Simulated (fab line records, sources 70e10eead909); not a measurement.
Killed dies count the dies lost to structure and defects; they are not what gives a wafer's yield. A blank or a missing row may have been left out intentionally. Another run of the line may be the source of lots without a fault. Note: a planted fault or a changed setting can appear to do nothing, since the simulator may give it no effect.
Chamber matching + flow nand_harc + NHARC_P_BONDPAD_CMP_32 on cmp-02 has 4 sister chambers
The step polishes SiCN, target thk 200 nm. 4 wafers are shown with their chamber, then 11 later ones without.

== WAFERS, EACH WITH ITS CHAMBER ==
| wafer  | chamber | motor_current_A (A) |
|--------|---------|---------------------|
| L085.5 | 0       | 11.6                |
| L087.3 | 2       | 14.2                |
| L087.5 | 1       | 12.2                |
| L089.2 | 3       | 12.4                |

== WAFERS WITHOUT THEIR CHAMBER ==
| wafer  | motor_current_A (A) |
|--------|---------------------|
| L089.3 | 11.8                |
| L089.4 | 11.2                |
| L095.1 | 15.0                |
| L095.3 | 11.7                |
| L095.5 | 11.7                |
| L097.1 | 13.2                |
| L097.4 | 12.6                |
| L097.5 | 11.7                |
| L096.2 | 12.9                |
| L096.5 | 11.8                |
| L096.6 | 12.0                |

== WHICH CHAMBER EACH ONE RAN IN ==
| wafer  | from the rows above               | in truth |
|--------|-----------------------------------|----------|
| L089.3 | can't be placed: 0 or 1 or 3      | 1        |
| L089.4 | can't be placed: 0 or 1 or 3      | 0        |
| L095.1 | 2                                 | 2        |
| L095.3 | can't be placed: 0 or 1 or 3      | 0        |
| L095.5 | can't be placed: 0 or 1 or 3      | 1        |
| L097.1 | can't be placed: 3 or 1 or 2 or 0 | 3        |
| L097.4 | can't be placed: 3 or 1 or 0      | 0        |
| L097.5 | can't be placed: 0 or 1 or 3      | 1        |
| L096.2 | can't be placed: 3 or 1 or 2 or 0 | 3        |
| L096.5 | can't be placed: 0 or 1 or 3      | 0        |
| L096.6 | can't be placed: 1 or 0 or 3      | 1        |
Correct placement for 1 of the 11. From these rows, 10 cannot be placed; in 10 the true chamber is one of the candidates. Placed wrongly: 0.
How it was worked out, from the rows above alone: a wafer's distance from a chamber is the root of the sum, over the readings, of the square of ((its reading less the chamber's mean) divided by the reading's scatter). If the next closest chamber is less than 2 further off than the closest, the wafer can't be placed; otherwise it belongs to the closest. For every chamber, the mean is computed from those of its wafers that are shown. The scatter: root of mean squared gap, hidden wafer to nearest shown wafer, with one shown wafer a chamber.
